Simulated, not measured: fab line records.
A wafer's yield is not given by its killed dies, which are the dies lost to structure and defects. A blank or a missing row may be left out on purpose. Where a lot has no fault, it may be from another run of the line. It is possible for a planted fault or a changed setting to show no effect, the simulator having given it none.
8D (eight disciplines) problem report, filled in by code | flow n5-finfet | the parts of the form that need people (team, actions taken, sign-off) are left out

1. WHAT WENT WRONG
At N5_BEOL_M7_COAT_64, spin-speed-rpm averages 1436.4 rpm over 6 wafers from 2 lots, while fault-free wafers read 1500.0 rpm, standard deviation 1. That is -64 standard deviations from the usual mean.
The step: time 60 s, resist thk 12 nm.
First seen on wafer L882.3, day 10 18:38, on litho-track-03. The record holds 30 wafers of 10 lots with a number at this step. By rule, "out" or "out of limits" means more than 4 standard deviations away from the usual mean. The rest of the wafers with a number are treated as sound.

2. WHAT IT IS AND WHAT IT IS NOT
question                    | is                     | is not
which readings at this step | spin-speed-rpm         | -
which lots                  | L882, L883             | L879, L880, L890, L892, L893, L894, L896, L897
which wafers of those lots  | all that have a number | -
read on which tools         | litho-track-03         | litho-track-01, litho-track-04
when                        | from day 10 18:38      | up to then (6 sound wafers); but 18 sound wafers of L890, L892, L893, L894, L896, L897 came after

3. THE SUSPECTS, EACH WITH WHAT RULES IT OUT
Counting: a tool at any process step up to the reading remains a suspect when it ran all the lots that are out and ran no sound lot after the first of those.
- rie-diel-03 at N5_BEOL_M7_DESCUM_16 (chemistry O2, time 7.9 s): ruled out as a lasting fault. Sound lots L896 ran on it after its first lot that is out, L882 (day 10 13:09).
- litho-track-03 at N5_BEOL_M7_COAT_64 (time 60 s, resist thk 12 nm): kept. All lots that are out passed through it, beginning with L882 at day 10 18:38, and no sound lot followed; its final sound lot before that point was L879 at day 9 14:53. Its own readings are out on those wafers: spin-speed-rpm.
Remaining after the count: litho-track-03 at N5_BEOL_M7_COAT_64.

4. THE CAUSE (what the simulator had put in)
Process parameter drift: litho-track-03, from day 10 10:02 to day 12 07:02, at N5_BEOL_M7_COAT_64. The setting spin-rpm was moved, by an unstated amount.
This tool alone remained once counting was done.

5. THE CHAIN OF EFFECTS, in route order
One row per reading whose mean, taken over the struck wafers that have a number, lies over 3 standard deviations from the usual. Scope: only readings with a usual standard deviation given in the record; hours: median across lots of the time from each lot's start at the first step in this table that gives one to its start at this step; sigmas: change in usual standard deviations.
hours | step               | reading        | usual      | on struck wafers | change | sigmas
0     | N5_BEOL_M7_COAT_64 | spin-speed-rpm | 1500.0 rpm | 1436.4           | -63.6  | -64
It contains these process steps:
- N5_BEOL_M7_COAT_64: time 60 s, resist thk 12 nm.

6. HOW IT WOULD HAVE BEEN CAUGHT EARLIER
9 hours passed between the start of the fault at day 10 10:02 and the first reading out of limits in this record, taken at day 10 18:38.
